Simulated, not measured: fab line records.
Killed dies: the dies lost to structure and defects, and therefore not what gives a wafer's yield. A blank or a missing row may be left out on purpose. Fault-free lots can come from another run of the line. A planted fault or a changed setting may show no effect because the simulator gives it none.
Matching of chambers || flow nand-harc || cmp-01 running NHARC_A_STAIRCASE_CMP_152: 4 sister chambers
The step polishes. 8 wafers are shown with their chamber, then 11 later ones without.

== WAFERS, EACH WITH ITS CHAMBER ==
{"wafer": "L081.4", "chamber": 3, "motor-current-A (A)": 11.3}
{"wafer": "L082.4", "chamber": 1, "motor-current-A (A)": 13.4}
{"wafer": "L083.2", "chamber": 0, "motor-current-A (A)": 10.3}
{"wafer": "L083.5", "chamber": 3, "motor-current-A (A)": 10.9}
{"wafer": "L086.1", "chamber": 0, "motor-current-A (A)": 10.2}
{"wafer": "L086.2", "chamber": 2, "motor-current-A (A)": 11.7}
{"wafer": "L086.3", "chamber": 1, "motor-current-A (A)": 13.8}
{"wafer": "L085.4", "chamber": 2, "motor-current-A (A)": 10.7}

== WAFERS WITHOUT THEIR CHAMBER ==
{"wafer": "L085.5", "motor-current-A (A)": 11.5}
{"wafer": "L085.6", "motor-current-A (A)": 13.6}
{"wafer": "L095.2", "motor-current-A (A)": 12.8}
{"wafer": "L095.4", "motor-current-A (A)": 11.5}
{"wafer": "L095.6", "motor-current-A (A)": 12.7}
{"wafer": "L089.1", "motor-current-A (A)": 10.8}
{"wafer": "L089.3", "motor-current-A (A)": 11.1}
{"wafer": "L089.6", "motor-current-A (A)": 10.2}
{"wafer": "L094.1", "motor-current-A (A)": 11.1}
{"wafer": "L094.4", "motor-current-A (A)": 12.5}
{"wafer": "L094.6", "motor-current-A (A)": 11.5}

== EACH ONE'S CHAMBER ==
{"wafer": "L085.5", "from the rows above": "can't be placed: 2 or 3", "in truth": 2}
{"wafer": "L085.6", "from the rows above": 1, "in truth": 1}
{"wafer": "L095.2", "from the rows above": "can't be placed: 1 or 2", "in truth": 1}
{"wafer": "L095.4", "from the rows above": "can't be placed: 2 or 3", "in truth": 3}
{"wafer": "L095.6", "from the rows above": "can't be placed: 1 or 2 or 3", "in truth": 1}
{"wafer": "L089.1", "from the rows above": "can't be placed: 3 or 2 or 0", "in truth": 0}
{"wafer": "L089.3", "from the rows above": "can't be placed: 3 or 2", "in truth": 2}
{"wafer": "L089.6", "from the rows above": 0, "in truth": 0}
{"wafer": "L094.1", "from the rows above": "can't be placed: 3 or 2", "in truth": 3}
{"wafer": "L094.4", "from the rows above": "can't be placed: 1 or 2 or 3", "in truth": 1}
{"wafer": "L094.6", "from the rows above": "can't be placed: 2 or 3", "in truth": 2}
Placed correctly: 2 of 11. Not placeable from these rows: 9 (in 9, the candidates include the true chamber). 0 placed wrongly.
How it was worked out, from the rows above alone: a wafer's distance from a chamber is the root of the sum, over the readings, of the square of ((its reading less the chamber's mean) divided by the reading's scatter). If the next closest chamber is less than 2 further off than the closest, the wafer can't be placed; otherwise it belongs to the closest. Each chamber's mean is taken over the wafers shown for it. The scatter is the square root of a quotient: the sum, over the shown wafers, of each reading's squared deviation from its chamber's mean, divided by wafers minus chambers.
